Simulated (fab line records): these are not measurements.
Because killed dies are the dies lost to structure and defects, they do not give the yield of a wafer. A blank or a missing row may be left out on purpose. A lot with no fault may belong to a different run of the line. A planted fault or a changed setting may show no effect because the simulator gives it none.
Tool commonality check || flow n5Finfet || 24 wafers sampled across 8 lots

WHAT PROMPTED THE OPENING
At N5_BEOL_M15_RC_MEAS_101 the reading COMB_M10_max_site is flagged on 1 of 8 lots. Wafers without a fault read 2.1e-11 S/m, standard deviation 4.9e-12.
Rule: a lot is flagged in two cases, either no wafer of it has a number, or all its wafers with numbers fall more than 4 standard deviations from that mean. As for the other lots, they are considered sound.

{"lot": "L367", "measured": "day 15 05:09", "on": "prober-02", "COMB_M10_max_site (S/m), wafer by wafer": "2.5e-11 2e-11 2.2e-11", "flag": ""}
{"lot": "L368", "measured": "day 15 12:46", "on": "prober-02", "COMB_M10_max_site (S/m), wafer by wafer": "2.3e-11 2.3e-11 3e-11", "flag": ""}
{"lot": "L372", "measured": "day 16 13:37", "on": "prober-02", "COMB_M10_max_site (S/m), wafer by wafer": "2.2e-11 1.9e-11 2.5e-11", "flag": ""}
{"lot": "L378", "measured": "day 17 15:37", "on": "prober-02", "COMB_M10_max_site (S/m), wafer by wafer": "2.2e-11 1.8e-11 1.5e-11", "flag": ""}
{"lot": "L383", "measured": "day 18 12:28", "on": "prober-01", "COMB_M10_max_site (S/m), wafer by wafer": "1.6e-11 2e-11 1.5e-11", "flag": ""}
{"lot": "L387", "measured": "day 19 08:47", "on": "prober-02", "COMB_M10_max_site (S/m), wafer by wafer": "2.1e-11 1.9e-11 1.8e-11", "flag": ""}
{"lot": "L386", "measured": "day 19 13:45", "on": "prober-01", "COMB_M10_max_site (S/m), wafer by wafer": "2e-11 1.8e-11 1.9e-11", "flag": ""}
{"lot": "L384", "measured": "day 20 07:07", "on": "prober-01", "COMB_M10_max_site (S/m), wafer by wafer": "6.4e-11 4.6e-11 4.9e-11", "flag": "FLAGGED"}
The numbers of the flagged lots are 5.3e-11 S/m on average: +3.2e-11 S/m against the usual, or +7 standard deviations.

EACH LOT AND THE TOOL IT RAN ON
The record holds 4 process steps before the reading, out of a route of 1938 steps. Cell contents, in order: the tool; ch with the chambers the sampled wafers went through; the start.
{"lot": "L367", "flag": "", "N5_BEOL_M10_STRIP_36": "rieDiel-04 ch 0,3, day 13 14:32", "N5_BEOL_M10_TRENCH_ETCH_37": "rieDiel-04 ch 0,3, day 13 17:20 or earlier", "N5_BEOL_M10_ALD_74": "aldMetal-03 ch 2,3, day 13 17:20", "N5_BEOL_M10_CMP_52": "cmp-04 ch 0,2,3, day 13 18:40"}
{"lot": "L368", "flag": "", "N5_BEOL_M10_STRIP_36": "rieDiel-04 ch 2,3, day 14 00:04", "N5_BEOL_M10_TRENCH_ETCH_37": "rieDiel-04 ch 2,3, day 14 01:31 or earlier", "N5_BEOL_M10_ALD_74": "aldMetal-02 ch 0,1,2, day 14 01:31", "N5_BEOL_M10_CMP_52": "cmp-02 ch 0,2,3, day 14 02:46"}
{"lot": "L372", "flag": "", "N5_BEOL_M10_STRIP_36": "rieDiel-04 ch 0,1, day 14 20:04", "N5_BEOL_M10_TRENCH_ETCH_37": "rieDiel-04 ch 0,1, day 14 21:05 or earlier", "N5_BEOL_M10_ALD_74": "aldMetal-01 ch 1,2, day 14 21:05", "N5_BEOL_M10_CMP_52": "cmp-01 ch 1,2, day 14 22:50"}
{"lot": "L378", "flag": "", "N5_BEOL_M10_STRIP_36": "rieDiel-05 ch 0,1,3, day 16 00:29", "N5_BEOL_M10_TRENCH_ETCH_37": "rieDiel-05 ch 0,1,3, day 16 03:10 or earlier", "N5_BEOL_M10_ALD_74": "aldMetal-03 ch 0,1,2, day 16 03:10", "N5_BEOL_M10_CMP_52": "cmp-01 ch 0,1, day 16 04:24"}
{"lot": "L383", "flag": "", "N5_BEOL_M10_STRIP_36": "rieDiel-05 ch 0,1,3, day 16 18:54", "N5_BEOL_M10_TRENCH_ETCH_37": "rieDiel-05 ch 0,1,3, day 16 20:08 or earlier", "N5_BEOL_M10_ALD_74": "aldMetal-01 ch 1,2,3, day 16 20:08", "N5_BEOL_M10_CMP_52": "cmp-04 ch 2,3, day 16 21:59"}
{"lot": "L387", "flag": "", "N5_BEOL_M10_STRIP_36": "rieDiel-04 ch 2,3, day 17 23:54", "N5_BEOL_M10_TRENCH_ETCH_37": "rieDiel-04 ch 2,3, day 18 00:56 or earlier", "N5_BEOL_M10_ALD_74": "aldMetal-01 ch 0,1,2, day 18 00:56", "N5_BEOL_M10_CMP_52": "cmp-02 ch 0,3, day 18 02:01"}
{"lot": "L386", "flag": "", "N5_BEOL_M10_STRIP_36": "rieDiel-02 ch 2,3, day 18 00:38", "N5_BEOL_M10_TRENCH_ETCH_37": "rieDiel-02 ch 2,3, day 18 01:38 or earlier", "N5_BEOL_M10_ALD_74": "aldMetal-02 ch 1,2,3, day 18 01:38", "N5_BEOL_M10_CMP_52": "cmp-04 ch 0,2, day 18 04:37"}
{"lot": "L384", "flag": "FLAGGED", "N5_BEOL_M10_STRIP_36": "rieDiel-04 ch 0,1,2, day 18 20:28", "N5_BEOL_M10_TRENCH_ETCH_37": "rieDiel-04 ch 0,1,2, day 18 21:38 or earlier", "N5_BEOL_M10_ALD_74": "aldMetal-03 ch 1,2,3, day 18 21:38", "N5_BEOL_M10_CMP_52": "cmp-02 ch 0,2,3, day 18 22:47"}
What these steps do:
- N5_BEOL_M10_STRIP_36: strips in N2/H2.
- N5_BEOL_M10_TRENCH_ETCH_37: etches SiCOH lowk in C4F6/O2, target depth 148.83 nm, time 48 s.
- N5_BEOL_M10_ALD_74: deposits TaN, target thk 2 nm, pulse time 2 s, purge time 3 s.
- N5_BEOL_M10_CMP_52: polishes, stops on SiCOH lowk, t overpolish 7 s, target thk 140 nm.
- N5_BEOL_M15_RC_MEAS_101

FLAGGED OVER TOTAL, TOOL BY TOOL (the gauges that took the reading come last)
{"step": "N5_BEOL_M10_STRIP_36", "tool": "rieDiel-02", "lots run": 1, "flagged": 0, "share of the flagged lots": "none", "sound lots run after its first flagged lot": "-"}
{"step": "N5_BEOL_M10_STRIP_36", "tool": "rieDiel-04", "lots run": 5, "flagged": 1, "share of the flagged lots": "all", "sound lots run after its first flagged lot": 0}
{"step": "N5_BEOL_M10_STRIP_36", "tool": "rieDiel-05", "lots run": 2, "flagged": 0, "share of the flagged lots": "none", "sound lots run after its first flagged lot": "-"}
{"step": "N5_BEOL_M10_TRENCH_ETCH_37", "tool": "rieDiel-02", "lots run": 1, "flagged": 0, "share of the flagged lots": "none", "sound lots run after its first flagged lot": "-"}
{"step": "N5_BEOL_M10_TRENCH_ETCH_37", "tool": "rieDiel-04", "lots run": 5, "flagged": 1, "share of the flagged lots": "all", "sound lots run after its first flagged lot": 0}
{"step": "N5_BEOL_M10_TRENCH_ETCH_37", "tool": "rieDiel-05", "lots run": 2, "flagged": 0, "share of the flagged lots": "none", "sound lots run after its first flagged lot": "-"}
{"step": "N5_BEOL_M10_ALD_74", "tool": "aldMetal-01", "lots run": 3, "flagged": 0, "share of the flagged lots": "none", "sound lots run after its first flagged lot": "-"}
{"step": "N5_BEOL_M10_ALD_74", "tool": "aldMetal-02", "lots run": 2, "flagged": 0, "share of the flagged lots": "none", "sound lots run after its first flagged lot": "-"}
{"step": "N5_BEOL_M10_ALD_74", "tool": "aldMetal-03", "lots run": 3, "flagged": 1, "share of the flagged lots": "all", "sound lots run after its first flagged lot": 0}
{"step": "N5_BEOL_M10_CMP_52", "tool": "cmp-01", "lots run": 2, "flagged": 0, "share of the flagged lots": "none", "sound lots run after its first flagged lot": "-"}
{"step": "N5_BEOL_M10_CMP_52", "tool": "cmp-02", "lots run": 3, "flagged": 1, "share of the flagged lots": "all", "sound lots run after its first flagged lot": 0}
{"step": "N5_BEOL_M10_CMP_52", "tool": "cmp-04", "lots run": 3, "flagged": 0, "share of the flagged lots": "none", "sound lots run after its first flagged lot": "-"}
{"step": "N5_BEOL_M15_RC_MEAS_101", "tool": "prober-01", "lots run": 3, "flagged": 1, "share of the flagged lots": "all", "sound lots run after its first flagged lot": 0}
{"step": "N5_BEOL_M15_RC_MEAS_101", "tool": "prober-02", "lots run": 5, "flagged": 0, "share of the flagged lots": "none", "sound lots run after its first flagged lot": "-"}
N5_BEOL_M10_TRENCH_ETCH_37 gives no start for some lots, so the hours and the order of its lots are those of N5_BEOL_M10_ALD_74.

WHAT IS ALLOWED BY THE TABLE
5 rows of the table ran every flagged lot: rieDiel-04 at N5_BEOL_M10_STRIP_36, rieDiel-04 at N5_BEOL_M10_TRENCH_ETCH_37, aldMetal-03 at N5_BEOL_M10_ALD_74, cmp-02 at N5_BEOL_M10_CMP_52, prober-01 at N5_BEOL_M15_RC_MEAS_101.
- rieDiel-04 at N5_BEOL_M10_STRIP_36 ran 5 lots, 1 of them flagged. A fault beginning between L387 (day 17 23:54), its last sound lot, and L384 (day 18 20:28), its first flagged one, fits the data.
- rieDiel-04 at N5_BEOL_M10_TRENCH_ETCH_37 ran 5 lots, 1 of them flagged. A fault beginning between L387 (day 18 00:56), its last sound lot, and L384 (day 18 21:38), its first flagged one, fits the data.
- aldMetal-03 at N5_BEOL_M10_ALD_74 ran 3 lots, 1 of them flagged. A fault beginning between L378 (day 16 03:10), its last sound lot, and L384 (day 18 21:38), its first flagged one, fits the data.
- cmp-02 at N5_BEOL_M10_CMP_52 ran 3 lots, 1 of them flagged. A fault beginning between L387 (day 18 02:01), its last sound lot, and L384 (day 18 22:47), its first flagged one, fits the data.
- prober-01 at N5_BEOL_M15_RC_MEAS_101 ran 3 lots, 1 of them flagged. A fault beginning between L386 (day 19 13:45), its last sound lot, and L384 (day 20 07:07), its first flagged one, fits the data.
These 4 tools cannot be told apart by counting lots, since each of them fits a fault that started at some hour. More lots, or a look at what each step does to the wafer, might.

WHAT THE SIMULATOR HAD INSERTED
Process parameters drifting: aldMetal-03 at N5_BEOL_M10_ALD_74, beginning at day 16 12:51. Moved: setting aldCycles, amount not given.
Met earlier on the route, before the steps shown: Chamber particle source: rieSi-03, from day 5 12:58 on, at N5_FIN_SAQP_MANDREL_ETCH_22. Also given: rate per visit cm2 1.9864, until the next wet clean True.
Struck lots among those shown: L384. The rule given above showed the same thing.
